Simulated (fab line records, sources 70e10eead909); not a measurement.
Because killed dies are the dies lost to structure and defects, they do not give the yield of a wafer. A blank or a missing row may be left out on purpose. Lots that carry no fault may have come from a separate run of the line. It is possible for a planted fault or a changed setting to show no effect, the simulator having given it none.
Tool commonality check + flow nand harc + Lots sampled 10, wafers sampled 36

## REASON FOR OPENING
On 2 of the 10 lots, a flag is raised at NHARC_A_CHANNEL_HOLE_D1_INSPECT_40 on the reading raw defect count. Fault-free wafers read 71, with a standard deviation of 25.
Rule: a lot gets a flag if all its wafers with a number sit over 4 standard deviations from that mean, or if no wafer of it has a number. As for the other lots, they are considered sound.

| lot  | measured     | on                | raw defect count, wafer by wafer | flag    |
|------|--------------|-------------------|----------------------------------|---------|
| L960 | day 9 10:39  | defect inspect-02 | 98 127 99                        |         |
| L959 | day 9 11:59  | defect inspect-02 | 41 36 36                         |         |
| L961 | day 9 22:37  | defect inspect-01 | 96 93 126                        |         |
| L963 | day 11 05:02 | defect inspect-02 | 102 74 108                       |         |
| L964 | day 11 05:10 | defect inspect-01 | 39 45 56                         |         |
| L973 | day 15 06:38 | defect inspect-01 | 412 413 432 413 402 431          | FLAGGED |
| L974 | day 15 16:52 | defect inspect-02 | 435 470 443 424 459 441          | FLAGGED |
| L976 | day 16 06:25 | defect inspect-02 | 69 107 86                        |         |
| L979 | day 17 19:44 | defect inspect-02 | 47 26 40                         |         |
| L981 | day 18 11:54 | defect inspect-02 | 64 58 64                         |         |
The numbers of the flagged lots are 431 on average: +360 against the usual, or +14 standard deviations.

## WHICH TOOL EACH LOT WENT THROUGH
Before the reading, the record contains 4 process steps out of a 1302-step route. In each cell: the tool, then ch and the chambers that the sampled wafers went through, then the start.
| lot  | flag    | NHARC_A_CHANNEL_HOLE_D1_ETCH_16               | NHARC_A_CHANNEL_HOLE_D1_ETCH_19  | NHARC_A_CHANNEL_HOLE_D1_ETCH_22  | NHARC_A_CHANNEL_HOLE_D1_ETCH_26  |
|------|---------|-----------------------------------------------|----------------------------------|----------------------------------|----------------------------------|
| L960 |         | rie diel-11 ch 0,1,3, day 9 04:57 or earlier  | har etch-02 ch 0,1, day 9 04:57  | har etch-02 ch 0,1, day 9 05:49  | har etch-02 ch 0,1, day 9 08:44  |
| L959 |         | rie diel-13 ch 0,3, day 9 06:10 or earlier    | har etch-01 ch 1, day 9 06:10    | har etch-01 ch 1, day 9 07:06    | har etch-01 ch 1, day 9 09:56    |
| L961 |         | rie diel-11 ch 1,3, day 9 16:46 or earlier    | har etch-02 ch 0,1, day 9 16:46  | har etch-02 ch 0,1, day 9 17:48  | har etch-02 ch 0,1, day 9 20:35  |
| L963 |         | rie diel-13 ch 0,2,3, day 10 23:19 or earlier | har etch-02 ch 0,1, day 10 23:19 | har etch-02 ch 0,1, day 11 00:11 | har etch-02 ch 0,1, day 11 03:08 |
| L964 |         | rie diel-11 ch 0,2,3, day 10 23:28 or earlier | har etch-01 ch 0,1, day 10 23:28 | har etch-01 ch 0,1, day 11 00:20 | har etch-01 ch 0,1, day 11 03:14 |
| L973 | FLAGGED | rie diel-01 ch 0,1,3, day 15 00:55 or earlier | har etch-01 ch 0,1, day 15 00:55 | har etch-01 ch 0,1, day 15 01:47 | har etch-01 ch 0,1, day 15 04:42 |
| L974 | FLAGGED | rie diel-11 ch 1,3, day 15 11:09 or earlier   | har etch-01 ch 0, day 15 11:09   | har etch-01 ch 0, day 15 12:01   | har etch-01 ch 0, day 15 14:56   |
| L976 |         | rie diel-01 ch 2,3, day 16 00:38 or earlier   | har etch-02 ch 0,1, day 16 00:38 | har etch-02 ch 0,1, day 16 01:31 | har etch-02 ch 0,1, day 16 04:26 |
| L979 |         | rie diel-11 ch 1,2, day 17 14:02 or earlier   | har etch-02 ch 0, day 17 14:02   | har etch-02 ch 0, day 17 14:59   | har etch-02 ch 0, day 17 17:48   |
| L981 |         | rie diel-11 ch 0,3, day 18 06:09 or earlier   | har etch-01 ch 0,1, day 18 06:09 | har etch-01 ch 0,1, day 18 07:01 | har etch-01 ch 0,1, day 18 09:56 |
What these steps do:
- NHARC_A_CHANNEL_HOLE_D1_ETCH_16: etches the open film in O2/COS, target depth 3100 nm, time 806 s.
- NHARC_A_CHANNEL_HOLE_D1_ETCH_19: etches the open film in C4F8/O2/Ar, time 34.5 s.
- NHARC_A_CHANNEL_HOLE_D1_ETCH_22: etches the open film in C4F8/O2/Ar, time 666.7 s, target depth 1600 nm.
- NHARC_A_CHANNEL_HOLE_D1_ETCH_26: etches the open film in C4F8/O2/Ar, time 224.1 s, target depth 300 nm.
- NHARC_A_CHANNEL_HOLE_D1_INSPECT_40

## FLAGGED OVER TOTAL, TOOL BY TOOL (the gauges that took the reading come last)
| step                               | tool              | lots run | flagged | share of the flagged lots | sound lots run after its first flagged lot |
|------------------------------------|-------------------|----------|---------|---------------------------|--------------------------------------------|
| NHARC_A_CHANNEL_HOLE_D1_ETCH_16    | rie diel-01       | 2        | 1       | some                      | 1 (L976)                                   |
| NHARC_A_CHANNEL_HOLE_D1_ETCH_16    | rie diel-11       | 6        | 1       | some                      | 2 (L979,L981)                              |
| NHARC_A_CHANNEL_HOLE_D1_ETCH_16    | rie diel-13       | 2        | 0       | none                      | -                                          |
| NHARC_A_CHANNEL_HOLE_D1_ETCH_19    | har etch-01       | 5        | 2       | all                       | 1 (L981)                                   |
| NHARC_A_CHANNEL_HOLE_D1_ETCH_19    | har etch-02       | 5        | 0       | none                      | -                                          |
| NHARC_A_CHANNEL_HOLE_D1_ETCH_22    | har etch-01       | 5        | 2       | all                       | 1 (L981)                                   |
| NHARC_A_CHANNEL_HOLE_D1_ETCH_22    | har etch-02       | 5        | 0       | none                      | -                                          |
| NHARC_A_CHANNEL_HOLE_D1_ETCH_26    | har etch-01       | 5        | 2       | all                       | 1 (L981)                                   |
| NHARC_A_CHANNEL_HOLE_D1_ETCH_26    | har etch-02       | 5        | 0       | none                      | -                                          |
| NHARC_A_CHANNEL_HOLE_D1_INSPECT_40 | defect inspect-01 | 3        | 1       | some                      | 0                                          |
| NHARC_A_CHANNEL_HOLE_D1_INSPECT_40 | defect inspect-02 | 7        | 1       | some                      | 3 (L976,L979,L981)                         |
NHARC_A_CHANNEL_HOLE_D1_ETCH_16 gives no start for some lots, so the hours and the order of its lots are those of NHARC_A_CHANNEL_HOLE_D1_ETCH_19.

## WHAT THE TABLE ALLOWS
Every flagged lot was run by 3 rows of the table: har etch-01 at NHARC_A_CHANNEL_HOLE_D1_ETCH_19, har etch-01 at NHARC_A_CHANNEL_HOLE_D1_ETCH_22 and har etch-01 at NHARC_A_CHANNEL_HOLE_D1_ETCH_26.
- har etch-01 at NHARC_A_CHANNEL_HOLE_D1_ETCH_19: 2 of its 5 lots flagged. Sound lots ran on it after the first flagged one (L981), which a lasting fault on the whole tool wouldn't allow.
- har etch-01 at NHARC_A_CHANNEL_HOLE_D1_ETCH_22: 2 of its 5 lots flagged. Sound lots ran on it after the first flagged one (L981), which a lasting fault on the whole tool wouldn't allow.
- har etch-01 at NHARC_A_CHANNEL_HOLE_D1_ETCH_26: 2 of its 5 lots flagged. Sound lots ran on it after the first flagged one (L981), which a lasting fault on the whole tool wouldn't allow.
There is no row in the table that ran each flagged lot and no sound lot after the first.

## WHAT WAS PUT IN BY THE SIMULATOR
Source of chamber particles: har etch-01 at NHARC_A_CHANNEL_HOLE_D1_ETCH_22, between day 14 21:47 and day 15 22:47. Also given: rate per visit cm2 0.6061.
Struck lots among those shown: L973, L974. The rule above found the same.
